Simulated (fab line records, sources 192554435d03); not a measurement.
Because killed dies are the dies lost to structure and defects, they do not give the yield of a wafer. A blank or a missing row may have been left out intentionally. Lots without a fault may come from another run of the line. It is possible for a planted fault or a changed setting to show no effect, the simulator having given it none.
Split-lot study :: flow n5-finfet :: on a route of 1938 steps: 7 lots, 21 wafers read

## THE SPLIT ITSELF
At N5_BEOL_M5_ETCH_68 (etches SOC in N2/H2, target depth 80 nm, overetch 16 nm, time 120 s), the setting time-s was moved away from the recipe's 120 s on 9 of the 21 wafers read, by -21.0% to +18.8%. The other wafers ran this setting at the recipe's value.

The reading comes from the split's own step.

## THE READING
SiARC_of_BEOL_M5_COAT_66.thk-nm (the simulator's own value, which no gauge read), in nm, at N5_BEOL_M5_ETCH_68 (etches SOC in N2/H2, target depth 80 nm, overetch 16 nm, time 120 s). The file does not state a usual value for it. Across the 12 wafers here that went through the recipe, the average is 6.5 nm and the standard deviation 0.24 nm.

wafer: L077.2
tool, chamber at the split: rie-diel-06, 2
time-s as run, s: 120
against the recipe: recipe
SiARC_of_BEOL_M5_COAT_66.thk-nm, nm: 6.8
against lot-mates on the recipe: -

wafer: L077.4
tool, chamber at the split: rie-diel-06, 0
time-s as run, s: 94.75
against the recipe: -21.0%
SiARC_of_BEOL_M5_COAT_66.thk-nm, nm: 7.4
against lot-mates on the recipe: +0.8

wafer: L077.6
tool, chamber at the split: rie-diel-06, 3
time-s as run, s: 120
against the recipe: recipe
SiARC_of_BEOL_M5_COAT_66.thk-nm, nm: 6.4
against lot-mates on the recipe: -

wafer: L074.3
tool, chamber at the split: rie-diel-04, 1
time-s as run, s: 120
against the recipe: recipe
SiARC_of_BEOL_M5_COAT_66.thk-nm, nm: 6.6
against lot-mates on the recipe: -

wafer: L074.4
tool, chamber at the split: rie-diel-04, 1
time-s as run, s: 120
against the recipe: recipe
SiARC_of_BEOL_M5_COAT_66.thk-nm, nm: 6.6
against lot-mates on the recipe: -

wafer: L074.6
tool, chamber at the split: rie-diel-04, 3
time-s as run, s: 120
against the recipe: recipe
SiARC_of_BEOL_M5_COAT_66.thk-nm, nm: 6.2
against lot-mates on the recipe: -

wafer: L079.4
tool, chamber at the split: rie-diel-02, 3
time-s as run, s: 98.51
against the recipe: -17.9%
SiARC_of_BEOL_M5_COAT_66.thk-nm, nm: 7.8
against lot-mates on the recipe: no lot-mate on the recipe

wafer: L079.5
tool, chamber at the split: rie-diel-02, 0,3
time-s as run, s: 98.51
against the recipe: -17.9%
SiARC_of_BEOL_M5_COAT_66.thk-nm, nm: 7.6
against lot-mates on the recipe: no lot-mate on the recipe

wafer: L079.6
tool, chamber at the split: rie-diel-02, 0,3
time-s as run, s: 98.51
against the recipe: -17.9%
SiARC_of_BEOL_M5_COAT_66.thk-nm, nm: 7.6
against lot-mates on the recipe: no lot-mate on the recipe

wafer: L082.1
tool, chamber at the split: rie-diel-02, 2
time-s as run, s: 142.6
against the recipe: +18.8%
SiARC_of_BEOL_M5_COAT_66.thk-nm, nm: 5.6
against lot-mates on the recipe: -1.0

wafer: L082.6
tool, chamber at the split: rie-diel-02, 2
time-s as run, s: 142.6
against the recipe: +18.8%
SiARC_of_BEOL_M5_COAT_66.thk-nm, nm: 5.6
against lot-mates on the recipe: -1.0

wafer: L082.5
tool, chamber at the split: rie-diel-02, 1
time-s as run, s: 120
against the recipe: recipe
SiARC_of_BEOL_M5_COAT_66.thk-nm, nm: 6.6
against lot-mates on the recipe: -

wafer: L085.3
tool, chamber at the split: rie-diel-04, 2
time-s as run, s: 130
against the recipe: +8.3%
SiARC_of_BEOL_M5_COAT_66.thk-nm, nm: 5.8
against lot-mates on the recipe: -0.3

wafer: L085.4
tool, chamber at the split: rie-diel-04, 2
time-s as run, s: 120
against the recipe: recipe
SiARC_of_BEOL_M5_COAT_66.thk-nm, nm: 6.2
against lot-mates on the recipe: -

wafer: L085.6
tool, chamber at the split: rie-diel-04, 3
time-s as run, s: 120
against the recipe: recipe
SiARC_of_BEOL_M5_COAT_66.thk-nm, nm: 6
against lot-mates on the recipe: -

wafer: L087.4
tool, chamber at the split: rie-diel-06, 1
time-s as run, s: 120
against the recipe: recipe
SiARC_of_BEOL_M5_COAT_66.thk-nm, nm: 6.4
against lot-mates on the recipe: -

wafer: L087.5
tool, chamber at the split: rie-diel-06, 3
time-s as run, s: 96.18
against the recipe: -19.8%
SiARC_of_BEOL_M5_COAT_66.thk-nm, nm: 7.6
against lot-mates on the recipe: +1.2

wafer: L087.6
tool, chamber at the split: rie-diel-06, 2
time-s as run, s: 96.18
against the recipe: -19.8%
SiARC_of_BEOL_M5_COAT_66.thk-nm, nm: 7.8
against lot-mates on the recipe: +1.4

wafer: L092.1
tool, chamber at the split: rie-diel-02, 2,1
time-s as run, s: 120
against the recipe: recipe
SiARC_of_BEOL_M5_COAT_66.thk-nm, nm: 6.6
against lot-mates on the recipe: -

wafer: L092.4
tool, chamber at the split: rie-diel-02, 2,1
time-s as run, s: 120
against the recipe: recipe
SiARC_of_BEOL_M5_COAT_66.thk-nm, nm: 6.6
against lot-mates on the recipe: -

wafer: L092.5
tool, chamber at the split: rie-diel-02, 3
time-s as run, s: 120
against the recipe: recipe
SiARC_of_BEOL_M5_COAT_66.thk-nm, nm: 6.8
against lot-mates on the recipe: -
Rows listing several chambers each stand for several wafers; the file does not say which wafer went through which chamber.

FIT RESULTS
A straight line over all 21 wafers: SiARC_of_BEOL_M5_COAT_66.thk-nm changes by -0.0566 nm for each +1% of time-s; r = -0.95; the points scatter about the line by 0.23 nm.
The same after taking each lot's own level away (the mean of its wafers on the recipe; 18 wafers): -0.0539 nm for each +1%; r = -0.96; scatter 0.17 nm.
According to that fit, moving time-s by its largest amount changes the reading by 1.1 nm.
From 6.10 to 6.67 nm: that is the span of the lots' own levels, equal to 2.4 times the standard deviation above.
Hence the lot-to-lot level has little effect on the slope; both slopes agree.
Check: for one of the wafers moved furthest among these (-21.0%), held out of the fit, the line's prediction against its lot-mates is +1.28 nm. Against them it came out at +0.8 nm.

## THE OTHER SPLITS THESE WAFERS WENT THROUGH
These wafers also went through other splits before the reading. Each is held against what the fit with the lots' levels taken away leaves over:
other split on the same wafers: N5_BEOL_M4_EXPOSE_08 dose-mj
wafers away from the commonest value: 7
r with SiARC_of_BEOL_M5_COAT_66.thk-nm (lot level and that fit taken away): +0.11

other split on the same wafers: N5_BEOL_M4_ETCH_64 bias-w
wafers away from the commonest value: 13
r with SiARC_of_BEOL_M5_COAT_66.thk-nm (lot level and that fit taken away): +0.03

other split on the same wafers: N5_BEOL_M4_DESCUM_33 time-s
wafers away from the commonest value: 7
r with SiARC_of_BEOL_M5_COAT_66.thk-nm (lot level and that fit taken away): -0.07

other split on the same wafers: N5_BEOL_M4_TRENCH_ETCH_37 bias-w
wafers away from the commonest value: 11
r with SiARC_of_BEOL_M5_COAT_66.thk-nm (lot level and that fit taken away): -0.28

## THE FILE'S OWN FIT
SiARC_of_BEOL_M5_COAT_66.thk-nm changes by -0.0507 nm for each +1% of time-s, r = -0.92.
